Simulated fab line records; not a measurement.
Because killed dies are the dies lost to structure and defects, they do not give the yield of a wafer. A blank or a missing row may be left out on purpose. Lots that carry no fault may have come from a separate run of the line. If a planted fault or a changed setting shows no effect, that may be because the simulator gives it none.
fab line records | flow n5-finfet | part 2 of 2: steps 5 to 6 of 6
[record] lots = 23 | wafers = 69 | last-day = 19
route steps=1938 shown FIN_SAQP@98
lots untouched by any fault: they come from a run of this same line in which no faults occurred
start-h: hours from the record's opening day to when the first of the lot's shown wafers began | wait-h: hours elapsed since this lot's preceding step | " as in the row above | L1.1+2: a single row standing in for several wafers | - either no value or no given start | * or withheld: withheld | < > ~ a bound
route shown NAME@n: NAME is a module with steps in the file, n the number in the route of the first one | usual: average and standard deviation across the fault-free wafers | same: alike in all rows | chamber/n: place in a boat | sites: the reading at each site | _std_site: standard deviation across them | _edge_site: outer sites' mean less inner sites' | radius-mm: for every site, how far away it sits from the centre of the wafer | mask NAME#n: copy n | behind: the last tool/chamber to shape the wafer | hold: what put the lot on hold/how long, in hours/how the hold closed | device: whichever transistor did not switch (one of n, p or np) | end of line: at the end of the route, the tests of the same wafers | a step without rows: its recipe alone | killed: count of dies lost to structure and defects at first sort (not the wafer's yield) | map: dies across one wafer; x = killed, . = not, _ = none there
set.NAME: the setting that was run; set.NAME@STEP: the one run at that earlier step | model.NAME: the simulator's own value behind a step, which no gauge read
a sample of lots followed through the steps of the route, with each step as a table and each wafer as a row
services: when a tool's chamber went out of use (start-h, in hours from the record's first day, below 0 if earlier), for how many hours, and the reason
[[steps]]
[step N5_FIN_SAQP_FIN_ETCH_36]
[recipe] chemistry = HBr/Cl2/O2 | target-depth-a = 1200 | mask-material = SiNx | time-s = 50.4 | bias-w = 102 | pressure-mtorr = 10 | icp-w = 800 | HBr_flow_sccm = 150 | Cl2_flow_sccm = 80 | O2_flow_sccm = 12
[usual] drypump-motor-current-A = 5.6/0.4 | oes-product-au = 1.009/0.019 | rf-fwd-power-W = 796/3.2 | throttle-valve-pct = 35.9/0.33
lot.wafer | tool      | chamber | start-h | wait-h | drypump-motor-current-A | oes-product-au | rf-fwd-power-W | rf-hours-counter-h | throttle-valve-pct
L074.2    | rie-si-05 | 3       | 26.34   | 0.0    | 5.9                     | 0.980          | 793            | 6                  | 36.2
L074.4    | "         | 2       | "       | "      | 6.0                     | 1.008          | 796            | 157                | 36.1
L074.6    | "         | 2       | "       | "      | 6.0                     | 1.005          | 797            | -                  | 36.1
L075.2    | rie-si-02 | 3       | 32.70   | 0.0    | 5.4                     | 1.016          | 797            | 63                 | 36.2
L075.4    | "         | 0       | "       | "      | 5.7                     | 0.989          | 796            | 56                 | 36.4
L075.5    | "         | 1       | "       | "      | 5.4                     | 1.037          | 800            | -                  | 35.8
L076.3    | rie-si-05 | 2       | 40.35   | 0.0    | 6.0                     | 1.012          | 797            | 157                | 36.1
L076.4    | "         | 3       | "       | "      | 5.9                     | 0.974          | 795            | 6                  | 36.2
L076.5    | "         | 3       | "       | "      | 5.9                     | 0.970          | 794            | -                  | 36.2
L077.1    | rie-si-02 | 2       | 44.38   | 0.0    | 6.1                     | 1.028          | 796            | 81                 | 35.1
L077.5    | "         | 1       | "       | "      | 5.4                     | 1.034          | 798            | -                  | 35.7
L077.6    | "         | 2       | "       | "      | 6.1                     | 1.033          | 799            | -                  | 35.1
L078.1    | rie-si-01 | 2       | 50.45   | 0.0    | 4.8                     | 1.021          | 796            | 42                 | 35.8
L078.4    | "         | 0       | "       | "      | 6.1                     | 0.976          | 799            | 7                  | 36.1
L078.5    | "         | 1       | "       | "      | 5.8                     | 1.021          | 800            | -                  | 36.2
L079.1    | rie-si-05 | 1       | 57.04   | 0.0    | 5.0                     | 1.012          | 796            | 60                 | 36.1
L079.2    | "         | 0       | "       | "      | 5.8                     | 1.031          | 801            | 91                 | 35.6
L079.3    | "         | 3       | "       | "      | 5.9                     | 0.965          | 795            | 6                  | 36.2
L080.1    | rie-si-02 | 3       | 62.08   | 0.0    | 5.4                     | 1.011          | 800            | 64                 | 36.2
L080.2    | "         | 0       | "       | "      | 5.7                     | 0.995          | 789            | 56                 | 36.4
L080.4    | "         | 1       | "       | "      | 5.4                     | 1.034          | 798            | 27                 | 35.8
L081.2    | rie-si-05 | 1       | 68.46   | 0.0    | 5.0                     | 1.018          | 792            | 61                 | 36.1
L081.3    | "         | 0       | "       | "      | 5.8                     | 1.042          | 794            | 91                 | 35.6
L081.4    | "         | 3       | "       | "      | 5.9                     | 0.973          | 798            | 7                  | 36.2
L082.3    | rie-si-02 | 0       | 74.07   | 0.0    | 5.8                     | 0.992          | 796            | 56                 | 36.3
L082.5    | "         | 1       | "       | "      | 5.4                     | 1.041          | 798            | -                  | 35.8
L082.6    | "         | 2       | "       | "      | 6.1                     | 1.026          | 798            | -                  | 35.1
L083.1    | rie-si-02 | 2       | 81.21   | 0.0    | 6.1                     | 1.017          | 801            | 82                 | 35.2
L083.3    | "         | 1       | "       | "      | 5.4                     | 1.028          | 792            | 28                 | 35.7
L083.5    | "         | 3       | "       | "      | 5.4                     | 1.005          | 800            | -                  | 36.2
L084.3    | rie-si-05 | 0       | 89.63   | 0.0    | 5.8                     | 1.025          | 797            | 91                 | 35.6
L084.5    | "         | 0       | "       | "      | 5.8                     | 1.018          | 798            | -                  | 35.6
L084.6    | "         | 1       | "       | "      | 5.0                     | 1.022          | 796            | -                  | 36.1
L085.3    | rie-si-05 | 1       | 94.41   | 0.0    | 5.0                     | 1.011          | 794            | 61                 | 36.1
L085.4    | "         | 2       | "       | "      | 6.0                     | 1.023          | 792            | 158                | 36.1
L085.6    | "         | 0       | "       | "      | 5.8                     | 1.023          | 798            | -                  | 35.6
L086.2    | rie-si-05 | 0       | 100.26  | 0.0    | 5.8                     | 1.027          | 796            | 92                 | 35.6
L086.3    | "         | 3       | "       | "      | 5.9                     | 0.974          | 795            | 7                  | 36.2
L086.5    | "         | 2       | "       | "      | 6.0                     | 1.010          | 796            | -                  | 36.1
L087.1    | rie-si-02 | 2       | 105.03  | 0.0    | 6.1                     | 1.027          | 798            | 82                 | 35.2
L087.2    | "         | 3       | "       | "      | 5.4                     | 1.019          | 799            | 64                 | 36.2
L087.5    | "         | 1       | "       | "      | 5.4                     | 1.039          | 798            | -                  | 35.8
L088.1    | rie-si-05 | 3       | 109.96  | 0.0    | 5.9                     | 0.950          | 792            | 7                  | 36.3
L088.3    | "         | 1       | "       | "      | 5.0                     | 1.007          | 795            | 62                 | 36.1
L088.6    | "         | 0       | "       | "      | 5.8                     | 1.004          | 796            | -                  | 35.6
L089.2    | rie-si-01 | 0       | 116.94  | 0.0    | 6.0                     | 0.978          | 797            | 8                  | 36.1
L089.3    | "         | 2       | "       | "      | 4.8                     | 1.021          | 794            | 43                 | 35.8
L089.5    | "         | 1       | "       | "      | 5.7                     | 1.020          | 798            | -                  | 36.2
L090.4    | rie-si-01 | 3       | 122.69  | 0.0    | 5.5                     | 1.001          | 794            | 88                 | 35.6
L090.5    | "         | 1       | "       | "      | 5.7                     | 1.018          | 794            | -                  | 36.2
L090.6    | "         | 2       | "       | "      | 4.8                     | 1.022          | 794            | -                  | 35.8
L091.2    | rie-si-01 | 2       | 128.59  | 0.0    | 4.8                     | 1.029          | 800            | 43                 | 35.8
L091.4    | "         | 1       | "       | "      | 5.8                     | 1.016          | 800            | 15                 | 36.2
L091.6    | "         | 3       | "       | "      | 5.5                     | 1.007          | 788            | -                  | 35.6
L092.3    | rie-si-01 | 3       | 135.33  | 0.0    | 5.5                     | 1.008          | 795            | 88                 | 35.5
L092.4    | "         | 0       | "       | "      | 6.1                     | 0.958          | 800            | 8                  | 36.1
L092.5    | "         | 3       | "       | "      | 5.5                     | 1.006          | 797            | -                  | 35.6
L093.1    | rie-si-01 | 0       | 140.89  | 0.0    | 6.0                     | 0.969          | 794            | 8                  | 36.1
L093.2    | "         | 1       | "       | "      | 5.8                     | 1.005          | 796            | 15                 | 36.2
L093.6    | "         | 2       | "       | "      | 4.8                     | 1.016          | 795            | -                  | 35.8
L094.1    | rie-si-02 | 0       | 147.27  | 0.0    | 5.7                     | 1.001          | 792            | 58                 | 36.3
L094.2    | "         | 2       | "       | "      | 6.1                     | 1.020          | 796            | 83                 | 35.1
L094.6    | "         | 0       | "       | "      | 5.7                     | 1.007          | 793            | -                  | 36.3
L095.2    | rie-si-01 | 0       | 153.48  | 0.0    | 6.0                     | 0.982          | 793            | 8                  | 36.1
L095.3    | "         | 2       | "       | "      | 4.8                     | 1.038          | 797            | 44                 | 35.8
L095.6    | "         | 1       | "       | "      | 5.8                     | 1.008          | 797            | -                  | 36.2
L096.1    | rie-si-05 | 0       | 158.58  | 0.0    | 5.8                     | 1.025          | 800            | 93                 | 35.6
L096.2    | "         | 2       | "       | "      | 6.0                     | 1.011          | 794            | 159                | 36.1
L096.4    | "         | 3       | "       | "      | 5.9                     | 0.981          | 792            | 8                  | 36.2
[step N5_FIN_SAQP_OCD_MEAS_76]
[usual] trench-depth-nm = 119.9/1.9
lot.wafer | tool   | chamber | start-h | wait-h | trench-depth-nm
L074.2    | ocd-01 | -       | 26.61   | 0.0    | 117.1
L074.4    | "      | -       | "       | "      | 116.9
L074.6    | "      | -       | "       | "      | 118.1
L075.2    | ocd-02 | -       | 33.05   | 0.0    | 122.3
L075.4    | "      | -       | "       | "      | 118.2
L075.5    | "      | -       | "       | "      | 121.5
L076.3    | ocd-01 | -       | 40.62   | 0.0    | 116.9
L076.4    | "      | -       | "       | "      | 116.8
L076.5    | "      | -       | "       | "      | 115.6
L077.1    | ocd-01 | -       | 44.60   | 0.0    | 121.2
L077.5    | "      | -       | "       | "      | 121.9
L077.6    | "      | -       | "       | "      | 121.9
L078.1    | ocd-01 | -       | 50.78   | 0.0    | 122.0
L078.4    | "      | -       | "       | "      | 122.6
L078.5    | "      | -       | "       | "      | 120.1
L079.1    | ocd-02 | -       | 57.29   | 0.0    | 120.3
L079.2    | "      | -       | "       | "      | 121.0
L079.3    | "      | -       | "       | "      | 115.9
L080.1    | ocd-02 | -       | 62.30   | 0.0    | 123.2
L080.2    | "      | -       | "       | "      | 118.3
L080.4    | "      | -       | "       | "      | 120.8
L081.2    | ocd-02 | -       | 68.68   | 0.0    | 121.3
L081.3    | "      | -       | "       | "      | 122.6
L081.4    | "      | -       | "       | "      | 116.5
L082.3    | ocd-01 | -       | 74.29   | 0.0    | 117.8
L082.5    | "      | -       | "       | "      | 121.4
L082.6    | "      | -       | "       | "      | 119.8
L083.1    | ocd-01 | -       | 81.42   | 0.0    | 119.0
L083.3    | "      | -       | "       | "      | 121.4
L083.5    | "      | -       | "       | "      | 122.0
L084.3    | ocd-01 | -       | 89.85   | 0.0    | 120.3
L084.5    | "      | -       | "       | "      | 120.0
L084.6    | "      | -       | "       | "      | 120.6
L085.3    | ocd-02 | -       | 94.63   | 0.0    | 119.8
L085.4    | "      | -       | "       | "      | 117.8
L085.6    | "      | -       | "       | "      | 121.0
L086.2    | ocd-01 | -       | 100.48  | 0.0    | 120.4
L086.3    | "      | -       | "       | "      | 116.1
L086.5    | "      | -       | "       | "      | 116.6
L087.1    | ocd-02 | -       | 105.25  | 0.0    | 119.3
L087.2    | "      | -       | "       | "      | 121.7
L087.5    | "      | -       | "       | "      | 122.8
L088.1    | ocd-02 | -       | 110.18  | 0.0    | 114.4
L088.3    | "      | -       | "       | "      | 118.2
L088.6    | "      | -       | "       | "      | 119.3
L089.2    | ocd-02 | -       | 117.16  | 0.0    | 122.7
L089.3    | "      | -       | "       | "      | 121.8
L089.5    | "      | -       | "       | "      | 121.4
L090.4    | ocd-01 | -       | 122.91  | 0.0    | 118.3
L090.5    | "      | -       | "       | "      | 120.6
L090.6    | "      | -       | "       | "      | 121.0
L091.2    | ocd-02 | -       | 128.81  | 0.0    | 121.1
L091.4    | "      | -       | "       | "      | 121.4
L091.6    | "      | -       | "       | "      | 118.9
L092.3    | ocd-01 | -       | 135.56  | 0.0    | 117.8
L092.4    | "      | -       | "       | "      | 119.9
L092.5    | "      | -       | "       | "      | 118.4
L093.1    | ocd-01 | -       | 141.12  | 0.0    | 122.0
L093.2    | "      | -       | "       | "      | 120.4
L093.6    | "      | -       | "       | "      | 119.8
L094.1    | ocd-02 | -       | 147.49  | 0.0    | 119.9
L094.2    | "      | -       | "       | "      | 119.9
L094.6    | "      | -       | "       | "      | 120.7
L095.2    | ocd-02 | -       | 153.70  | 0.0    | 122.4
L095.3    | "      | -       | "       | "      | 121.9
L095.6    | "      | -       | "       | "      | 119.6
L096.1    | ocd-02 | -       | 158.81  | 0.0    | 121.5
L096.2    | "      | -       | "       | "      | 117.9
L096.4    | "      | -       | "       | "      | 118.3
[[services]]
tool        | chamber | start-h | hours | kind
rie-si-01   | 2       | 5.70    | 8.5   | repair
rie-si-02   | 1       | 12.14   | 0.9   | repair
rie-diel-01 | 3       | 14.08   | -     | clean
rie-diel-01 | 3       | 14.08   | -     | consumable-replace:focus-ring
rie-diel-01 | 3       | 14.08   | 22.3  | scheduled-down
rie-diel-01 | 3       | 14.08   | 22.3  | vent-cycle
pecvd-01    | -       | 29.76   | 2.8   | pm
rie-si-05   | 0       | 45.20   | 6.5   | repair
pecvd-02    | 0       | 54.66   | 5.5   | scheduled-down
pecvd-02    | 1       | 80.99   | 5.5   | scheduled-down
rie-diel-01 | 1       | 88.33   | 1.7   | repair
rie-diel-04 | 0       | 98.61   | -     | clean
rie-diel-04 | 0       | 98.61   | -     | consumable-replace:focus-ring
rie-diel-04 | 0       | 98.61   | 15.3  | scheduled-down
rie-diel-04 | 0       | 98.61   | 15.3  | vent-cycle
rie-diel-01 | 0       | 99.46   | -     | clean
rie-diel-01 | 1       | 111.49  | 9.7   | repair
pecvd-02    | 1       | 127.44  | 2.1   | scheduled-down
rie-diel-04 | 3       | 130.10  | -     | clean
rie-diel-04 | 3       | 130.10  | -     | consumable-replace:focus-ring
rie-diel-04 | 3       | 130.10  | 23.7  | scheduled-down
rie-diel-04 | 3       | 130.10  | 23.7  | vent-cycle
rie-diel-06 | 0       | 130.10  | 4.0   | repair
rie-diel-01 | 3       | 156.77  | 43.4  | repair
